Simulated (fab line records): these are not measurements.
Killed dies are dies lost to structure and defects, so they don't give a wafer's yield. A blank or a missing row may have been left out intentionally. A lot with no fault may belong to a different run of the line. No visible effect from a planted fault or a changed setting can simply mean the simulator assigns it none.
fab line records -- flow n5Finfet
record lots=6, wafers=18, lastDay=18
route steps=1938 shown FIN_SAQP@106 BEOL_M4@1111
lots that met no fault: from a run of the same line without faults
startH: the number of hours between the record's first day and the start of the first shown wafer of the lot -- waitH: hours elapsed since this lot's preceding step -- " repeats the value in the row above -- L1.1+2: a row that stands for several wafers -- - either no value or no given start -- * or withheld: withheld -- < > ~ a bound
route shown NAME@n: NAME is a module with steps in the file, n the number in the route of the first one -- usual: mean/standard deviation of fault-free wafers -- same: alike in all rows -- chamber/n: place in a boat -- sites: readings site by site -- _std_site: standard deviation of those values -- _edge_site: the outer-site mean with the inner-site mean subtracted -- radiusMm: how far each site lies from the wafer's centre -- mask NAME#n: copy n -- behind: the last tool/chamber to shape the wafer -- hold: why the lot was held/for how many hours/how that ended -- device: which transistor (n, p or np) failed to switch -- end of line: tests run on the same wafers once the route is complete -- a step given without rows: its recipe and nothing more -- killed: at the first sort, the dies lost to defects and structure; wafer yield is something else -- map: shows each die of a wafer: x if killed, . if not, _ if none is there
set.NAME: the setting as run; set.NAME@STEP: as run at that earlier step -- model.NAME: the simulator's own value behind a step, which no gauge read
a table for each step, a row for each wafer; lots at some steps of the route
services: the hour from which a tool's chamber was out of use, counted from the record's first day as startH (under 0 if before that day), plus the number of hours and why
## steps
# step N5_FIN_SAQP_EBR_12
# recipe solvent=PGMEA, ebrWidthMm=1.5
# step N5_FIN_SAQP_SOFTBAKE_11
# recipe tempC=110, timeS=60, resist=CAR-ArF
# step N5_FIN_SAQP_EXPOSE_13
# recipe maskId=FIN_CORE, na=1.35, sourceShape=dipole, sigmaInner=0.538, sigmaOuter=0.738, polarization=te, targetCdNm=35.6, doseMj=63.25
# step N5_FIN_SAQP_PEB_14
# recipe pebTempC=withheld, pebTimeS=60, resist=CAR-ArF
# step N5_FIN_SAQP_DEVELOP_15
# recipe developTimeS=30, developer=TMAH, resist=CAR-ArF, devTempC=23, rinseLiquid=diw, dry=airSpin
# step N5_FIN_SAQP_CD_MEAS_16
# recipe targetCdNm=35.6, landingEnergyEv=500, detector=seInlens
# usual cdNm=35.6/0.36
lot.wafer,tool,chamber,startH,waitH,cdNm
L686.1,cdSem-01,0,69.40,-,35.1
L686.5,cdSem-01,0,69.40,-,35.3
L686.6,cdSem-01,0,69.40,-,35.3
L695.4,cdSem-03,0,123.39,-,36.7
L695.5,cdSem-03,0,123.39,-,36.1
L695.6,cdSem-03,0,123.39,-,35.7
L696.1,cdSem-02,0,129.63,-,35.6
L696.3,cdSem-02,0,129.63,-,35.8
L696.5,cdSem-02,0,129.63,-,35.5
L697.1,cdSem-03,0,136.68,-,35.2
L697.4,cdSem-03,0,136.68,-,35.9
L697.5,cdSem-03,0,136.68,-,35.6
L698.1,cdSem-03,0,143.12,-,35.2
L698.2,cdSem-03,0,143.12,-,35.8
L698.6,cdSem-03,0,143.12,-,36.3
L699.1,cdSem-03,0,147.72,-,35.7
L699.3,cdSem-03,0,147.72,-,35.4
L699.4,cdSem-03,0,147.72,-,35.7
# step N5_FIN_SAQP_OVL_MEAS_17
# recipe pointsPerWafer=44
# usual FIN_CORE_OVL=0.0/0.8
lot.wafer,tool,chamber,startH,waitH,FIN_CORE_OVL[nm]
L686.1,overlay-02,0,69.45,0.0,-0.8
L686.5,overlay-02,0,69.45,0.0,-0.5
L686.6,overlay-02,0,69.45,0.0,-0.4
L695.4,overlay-02,0,123.42,0.0,0.2
L695.5,overlay-02,0,123.42,0.0,-0.8
L695.6,overlay-02,0,123.42,0.0,0.1
L696.1,overlay-01,0,129.67,0.0,1.4
L696.3,overlay-01,0,129.67,0.0,0.9
L696.5,overlay-01,0,129.67,0.0,1.0
L697.1,overlay-01,0,136.72,0.0,0.7
L697.4,overlay-01,0,136.72,0.0,0.3
L697.5,overlay-01,0,136.72,0.0,-0.2
L698.1,overlay-02,0,143.16,0.0,0.2
L698.2,overlay-02,0,143.16,0.0,0.1
L698.6,overlay-02,0,143.16,0.0,-1.0
L699.1,overlay-01,0,147.76,0.0,-0.2
L699.3,overlay-01,0,147.76,0.0,0.6
L699.4,overlay-01,0,147.76,0.0,0.2
# step N5_FIN_SAQP_INSPECT_18
# recipe mode=adi, inspectInstrument=brightfield
# usual rawDefectCount=404/120
lot.wafer,tool,chamber,startH,waitH,rawDefectCount
L686.1,defectInspect-02,-,69.47,0.0,738
L686.5,defectInspect-02,-,69.47,0.0,595
L686.6,defectInspect-02,-,69.47,0.0,525
L695.4,defectInspect-02,-,123.45,0.0,291
L695.5,defectInspect-02,-,123.45,0.0,288
L695.6,defectInspect-02,-,123.45,0.0,264
L696.1,defectInspect-01,-,129.69,0.0,398
L696.3,defectInspect-01,-,129.69,0.0,342
L696.5,defectInspect-01,-,129.69,0.0,401
L697.1,defectInspect-01,-,136.74,0.0,437
L697.4,defectInspect-01,-,136.74,0.0,469
L697.5,defectInspect-01,-,136.74,0.0,399
L698.1,defectInspect-01,-,143.18,0.0,761
L698.2,defectInspect-01,-,143.18,0.0,635
L698.6,defectInspect-01,-,143.18,0.0,620
L699.1,defectInspect-01,-,147.79,0.0,269
L699.3,defectInspect-01,-,147.79,0.0,396
L699.4,defectInspect-01,-,147.79,0.0,335
# step N5_FIN_SAQP_DESCUM_21
# recipe chemistry=O2, timeS=7.9, sourcePowerW=50, biasPowerW=20, pressureMtorr=20, rfFrequencyHz=2.712e+07, tempC=40, resist=CAR-ArF, o2FlowSccm=225
# usual drypumpMotorCurrentA=5.9/0.44, oesProductAu=0.81/0.099, rfVppV=243.0/1.6, showerheadPlenumPTorr=2.09/0.08, throttleValvePct=20.42/0.2
lot.wafer,tool,chamber,startH,waitH,drypumpMotorCurrentA,oesProductAu,rfHoursCounterH,rfVppV,showerheadPlenumPTorr,throttleValvePct
L686.1,rieDiel-03,0,69.51,0.0,5.7,0.73,199,241.7,1.99,20.55
L686.5,rieDiel-03,0,69.51,0.0,5.7,0.73,-,239.9,1.99,20.57
L686.6,rieDiel-03,2,69.51,0.0,5.1,0.75,-,241.9,2.09,20.32
L695.4,rieDiel-02,0,123.76,0.3,6.4,0.76,153,241.6,2.01,20.54
L695.5,rieDiel-02,1,123.76,0.3,6.2,0.69,-,242.1,1.98,20.57
L695.6,rieDiel-02,0,123.76,0.3,6.4,0.75,-,239.8,2.01,20.53
L696.1,rieDiel-02,3,129.73,0.0,6.3,0.92,23,243.3,2.13,20.31
L696.3,rieDiel-02,1,129.73,0.0,6.2,0.69,249,241.4,1.98,20.58
L696.5,rieDiel-02,2,129.73,0.0,6.0,0.81,-,244.6,2.20,20.29
L697.1,rieDiel-02,2,137.04,0.3,6.0,0.81,108,245.6,2.20,20.26
L697.4,rieDiel-02,3,137.04,0.3,6.3,0.92,-,243.8,2.13,20.34
L697.5,rieDiel-02,0,137.04,0.3,6.4,0.75,-,241.8,2.00,20.54
L698.1,rieDiel-04,1,143.21,0.0,6.3,0.90,41,245.5,2.12,20.33
L698.2,rieDiel-04,0,143.21,0.0,6.3,0.95,12,242.5,2.07,20.20
L698.6,rieDiel-04,1,143.21,0.0,6.3,0.91,-,243.1,2.12,20.31
L699.1,rieDiel-03,2,148.70,0.9,5.1,0.73,181,243.1,2.08,20.35
L699.3,rieDiel-03,1,148.70,0.9,5.8,0.88,39,245.4,2.13,20.56
L699.4,rieDiel-03,3,148.70,0.9,5.4,0.87,29,244.4,2.22,20.11
# step N5_FIN_SAQP_ETCH_51
# recipe chemistry=CF4, target=SiARC, targetDepthA=455, maskMaterial=CAR-ArF, timeS=75.8, ionEnergyEv=80, pressureMtorr=40, sourceW=545, biasW=36, Ar_flow_sccm=100, cf4FlowSccm=100, ends=cleared
# usual drypumpMotorCurrentA=5.9/0.44, etchRfOnTimeS=75.7/2.4, oesProductAu=0.69/0.084, rfVppV=183.9/1.2, showerheadPlenumPTorr=2.14/0.079, throttleValvePct=15.63/0.23
lot.wafer,tool,chamber,startH,waitH,drypumpMotorCurrentA,etchRfOnTimeS,oesProductAu,rfHoursCounterH,rfVppV,showerheadPlenumPTorr,throttleValvePct
L686.1,rieDiel-03,0,69.54,0.0,5.7,75.1,0.62,199,182.7,2.05,15.85
L686.5,rieDiel-03,0,69.54,0.0,5.7,75.5,0.62,-,181.7,2.05,15.84
L686.6,rieDiel-03,2,69.54,0.0,5.1,80.2,0.62,-,183.3,2.14,15.54
L695.4,rieDiel-02,0,123.80,0.0,6.4,78.0,0.63,153,183.4,2.06,15.72
L695.5,rieDiel-02,1,123.80,0.0,6.2,75.3,0.59,-,182.6,2.02,15.73
L695.6,rieDiel-02,0,123.80,0.0,6.4,77.9,0.63,-,182.5,2.06,15.72
L696.1,rieDiel-02,3,129.76,0.0,6.3,75.1,0.79,23,183.8,2.18,15.47
L696.3,rieDiel-02,1,129.76,0.0,6.2,74.5,0.59,249,180.8,2.02,15.70
L696.5,rieDiel-02,2,129.76,0.0,6.0,69.6,0.72,-,186.3,2.25,15.49
L697.1,rieDiel-02,2,137.07,0.0,6.0,70.6,0.72,108,184.1,2.25,15.49
L697.4,rieDiel-02,3,137.07,0.0,6.3,76.6,0.78,-,184.4,2.18,15.50
L697.5,rieDiel-02,0,137.07,0.0,6.4,76.6,0.63,-,184.8,2.06,15.74
L698.1,rieDiel-04,1,143.25,0.0,6.3,73.2,0.77,41,183.6,2.19,15.64
L698.2,rieDiel-04,0,143.25,0.0,6.3,74.6,0.81,12,185.2,2.11,15.32
L698.6,rieDiel-04,1,143.25,0.0,6.3,73.6,0.77,-,185.0,2.19,15.63
L699.1,rieDiel-03,2,148.73,0.0,5.1,79.5,0.61,181,183.6,2.13,15.58
L699.3,rieDiel-03,1,148.73,0.0,5.9,76.3,0.74,39,183.6,2.20,15.84
L699.4,rieDiel-03,3,148.73,0.0,5.4,75.5,0.75,29,184.7,2.26,15.22
# step N5_FIN_SAQP_ETCH_52
# recipe chemistry=N2/H2, target=SOC, targetDepthA=1000, overetchA=200, maskMaterial=SiARC, tempC=40, timeS=150, ionEnergyEv=200, pressureMtorr=30, sourceW=840, biasW=150, n2FlowSccm=200, h2FlowSccm=200, ends=endPoint
# usual drypumpMotorCurrentA=5.9/0.44, oesProductAu=0.72/0.084, rfVppV=523.6/2.7, showerheadPlenumPTorr=2.54/0.1, throttleValvePct=17.83/0.21
lot.wafer,tool,chamber,startH,waitH,drypumpMotorCurrentA,oesProductAu,rfHoursCounterH,rfVppV,showerheadPlenumPTorr,throttleValvePct
L686.1,rieDiel-03,0,69.60,0.0,5.7,0.65,199,519.6,2.40,17.91
L686.5,rieDiel-03,0,69.60,0.0,5.7,0.65,-,521.5,2.40,17.94
L686.6,rieDiel-03,2,69.60,0.0,5.1,0.67,-,524.4,2.56,17.97
L695.4,rieDiel-02,0,123.85,0.0,6.4,0.67,153,520.1,2.44,18.01
L695.5,rieDiel-02,1,123.85,0.0,6.2,0.61,-,519.6,2.41,18.02
L695.6,rieDiel-02,0,123.85,0.0,6.4,0.67,-,521.7,2.44,18.01
L696.1,rieDiel-02,3,129.82,0.0,6.4,0.82,23,525.1,2.61,17.89
L696.3,rieDiel-02,1,129.82,0.0,6.2,0.61,249,520.3,2.41,18.02
L696.5,rieDiel-02,2,129.82,0.0,6.0,0.72,-,527.9,2.67,17.62
L697.1,rieDiel-02,2,137.13,0.0,6.0,0.72,108,527.2,2.67,17.61
L697.4,rieDiel-02,3,137.13,0.0,6.3,0.82,-,525.4,2.61,17.89
L697.5,rieDiel-02,0,137.13,0.0,6.4,0.67,-,521.0,2.44,18.03
L698.1,rieDiel-04,1,143.30,0.0,6.3,0.79,41,524.4,2.59,17.74
L698.2,rieDiel-04,0,143.30,0.0,6.3,0.84,12,523.1,2.48,17.42
L698.6,rieDiel-04,1,143.30,0.0,6.3,0.79,-,524.8,2.59,17.75
L699.1,rieDiel-03,2,148.79,0.0,5.1,0.66,181,525.3,2.55,18.01
L699.3,rieDiel-03,1,148.79,0.0,5.9,0.77,40,525.6,2.57,17.84
L699.4,rieDiel-03,3,148.79,0.0,5.4,0.78,29,528.1,2.71,17.54
# step N5_FIN_SAQP_STRIP_53
# recipe chemistry=N2/H2, tempC=40, n2FlowSccm=200, h2FlowSccm=200, rfFrequencyHz=6e+07
# step N5_FIN_SAQP_HM_OPEN_73
# recipe chemistry=CHF3/O2, target=SiO2, stopOn=a-Si, targetDepthA=120, overEtchFrac=1.8, maskMaterial=SOC, timeS=16.8, pressureMtorr=30, sourceW=650, biasW=170, Ar_flow_sccm=200, CHF3_flow_sccm=50, O2_flow_sccm=5, ionEnergyEv=200, ends=endPoint
# usual drypumpMotorCurrentA=5.9/0.44, oes_f_703_au=0.81/0.098, oes_o_777_au=0.81/0.096, oesProductAu=0.49/0.057, rfVppV=529/11, showerheadPlenumPTorr=2.41/0.095, throttleValvePct=18.84/0.2
# same overEtchFrac=1.8
lot.wafer,tool,chamber,startH,waitH,drypumpMotorCurrentA,oes_f_703_au,oes_o_777_au,oesProductAu,rfHoursCounterH,rfVppV,showerheadPlenumPTorr,throttleValvePct,model.SiARC_of_FIN_SAQP_COAT_50.thkNm
L686.1,rieDiel-03,0,69.71,0.0,5.7,0.74,0.74,0.43,200,512,2.29,18.92,5.622
L686.5,rieDiel-03,0,69.71,0.0,5.7,0.74,0.74,0.43,-,510,2.29,18.94,5.544
L686.6,rieDiel-03,2,69.71,0.0,5.1,0.71,0.72,0.45,-,542,2.42,18.82,5.937
L695.4,rieDiel-02,0,123.96,0.0,6.4,0.71,0.72,0.45,154,540,2.32,18.95,4.842
L695.5,rieDiel-02,1,123.96,0.0,6.2,0.70,0.70,0.41,-,522,2.28,18.93,4.963
L695.6,rieDiel-02,0,123.96,0.0,6.4,0.71,0.73,0.45,-,542,2.32,18.95,4.971
L696.1,rieDiel-02,3,129.92,0.0,6.3,0.90,0.90,0.56,23,525,2.46,18.79,12.01
L696.3,rieDiel-02,1,129.92,0.0,6.2,0.69,0.69,0.41,249,523,2.28,18.93,5.05
L696.5,rieDiel-02,2,129.92,0.0,6.0,0.84,0.83,0.48,-,537,2.54,18.71,3.046
L697.1,rieDiel-02,2,137.24,0.0,6.0,0.84,0.84,0.48,108,536,2.54,18.74,10.37
L697.4,rieDiel-02,3,137.24,0.0,6.4,0.90,0.90,0.55,-,523,2.46,18.78,11.94
L697.5,rieDiel-02,0,137.24,0.0,6.4,0.71,0.72,0.45,-,541,2.32,18.96,4.699
L698.1,rieDiel-04,1,143.41,0.0,6.3,0.91,0.89,0.53,41,519,2.46,18.86,4.551
L698.2,rieDiel-04,0,143.41,0.0,6.3,0.95,0.96,0.56,12,528,2.36,18.43,4.423
L698.6,rieDiel-04,1,143.41,0.0,6.3,0.91,0.90,0.53,-,518,2.46,18.89,4.54
L699.1,rieDiel-03,2,148.90,0.0,5.1,0.69,0.70,0.44,181,541,2.41,18.85,5.91
L699.3,rieDiel-03,1,148.90,0.0,5.8,0.85,0.86,0.52,40,523,2.47,19.10,5.505
L699.4,rieDiel-03,3,148.90,0.0,5.4,0.87,0.86,0.52,29,545,2.55,18.48,4.629
# step N5_FIN_SAQP_STRIP_74
# recipe chemistry=CHF3/O2, resist=SiARC, rfFrequencyHz=6e+07
# step N5_BEOL_M4_RC_MEAS_101
# usual DIBL_N=36.3/1.9, DIBL_P=36.0/2.1, IOFF_N=0.16/0.031, IOFF_P=0.21/0.035, ION_N=675/14, ION_P=464/8.5, SS_N=71.5/0.6, SS_P=73.3/0.72, VT_N=250/3.2, VT_P=-250/3.1
lot.wafer,tool,chamber,startH,waitH,DIBL_N[mV/V],DIBL_P[mV/V],IOFF_N[nA/um],IOFF_P[nA/um],ION_N[uA/um],ION_P[uA/um],SS_N[mV/dec],SS_P[mV/dec],VT_N[mV],VT_P[mV]
L686.1,prober-01,0,202.07,0.0,35.2,33.3,0.12,0.19,659,456,70.8,72.1,254,-252
L686.5,prober-01,0,202.07,0.0,32.8,31.5,0.10,0.16,649,459,70.4,72.3,258,-250
L686.6,prober-01,0,202.07,0.0,33.5,32.0,0.10,0.17,651,460,71.2,72.0,256,-251
L699.1,prober-02,0,287.96,0.0,37.7,37.4,0.16,0.23,674,466,72.3,74.0,249,-251
L699.3,prober-02,0,287.96,0.0,37.1,36.2,0.15,0.22,668,462,71.5,72.7,251,-248
L699.4,prober-02,0,287.96,0.0,36.4,35.2,0.14,0.20,658,456,72.2,72.9,252,-251
L698.1,prober-01,0,289.37,0.0,38.2,40.3,0.19,0.22,681,458,71.8,74.0,248,-253
L698.2,prober-01,0,289.37,0.0,36.4,38.6,0.17,0.20,702,473,72.0,73.6,248,-253
L698.6,prober-01,0,289.37,0.0,36.3,37.3,0.16,0.18,688,464,71.4,73.4,247,-255
L696.1,prober-02,0,307.55,0.0,38.7,36.1,0.19,0.21,680,463,71.5,73.5,246,-249
L696.3,prober-02,0,307.55,0.0,37.7,36.8,0.16,0.23,670,464,71.4,73.8,247,-245
L696.5,prober-02,0,307.55,0.0,37.7,36.6,0.16,0.22,670,459,71.6,73.1,249,-250
L695.4,prober-01,0,313.87,0.5,39.4,36.5,0.20,0.22,678,456,71.4,72.8,248,-252
L695.5,prober-01,0,313.87,0.5,39.2,36.7,0.18,0.22,679,464,71.8,73.6,252,-252
L695.6,prober-01,0,313.87,0.5,38.0,36.6,0.16,0.22,673,461,71.7,74.1,251,-248
L697.1,prober-01,0,320.86,0.0,35.8,37.3,0.17,0.23,676,462,71.7,73.7,249,-248
L697.4,prober-01,0,320.86,0.0,35.9,37.6,0.17,0.23,662,460,71.7,74.1,251,-249
L697.5,prober-01,0,320.86,0.0,36.2,36.0,0.17,0.21,665,456,72.4,73.4,251,-252
## services
tool,chamber,startH,hours,kind
rieDiel-03,1,50.89,8.8,repair
rieDiel-02,3,52.36,-,clean
rieDiel-02,3,52.36,-,consumableReplace:focusRing
rieDiel-02,3,52.36,12.7,scheduledDown
rieDiel-02,3,52.36,12.7,ventCycle
rieDiel-04,0,82.80,-,clean
rieDiel-04,0,82.80,-,consumableReplace:focusRing
rieDiel-04,0,82.80,22.1,scheduledDown
rieDiel-04,0,82.80,22.1,ventCycle
rieDiel-04,1,98.25,7.9,repair
rieDiel-04,-,101.94,0.2,repair
rieDiel-03,2,103.38,6.4,repair
rieDiel-03,0,107.48,11.9,repair
rieDiel-04,0,111.02,1.2,repair
rieDiel-02,1,132.22,-,clean
rieDiel-02,1,132.22,-,consumableReplace:focusRing
rieDiel-02,1,132.22,-,consumableReplace:showerhead
rieDiel-02,1,132.22,12.2,scheduledDown
rieDiel-02,1,132.22,12.2,ventCycle
## key
firstSign none at tools or gauges
modelEffect step=N5_FIN_SAQP_HM_OPEN_73, value=SiARC_of_FIN_SAQP_COAT_50.thkNm, without=4.579, struck=11.44
metAt N5_FIN_SAQP_HM_OPEN_73
struckWafers L696.1,L697.1,L697.4
onsetBetween 123.96 129.92
fault kind=processParameterDrift, tool=rieDiel-02, chamber=-, onsetH=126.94, steps=N5_FIN_SAQP_HM_OPEN_73, channel=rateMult, offset=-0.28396, shape=step, endH=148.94, scope=struckWafersOnly
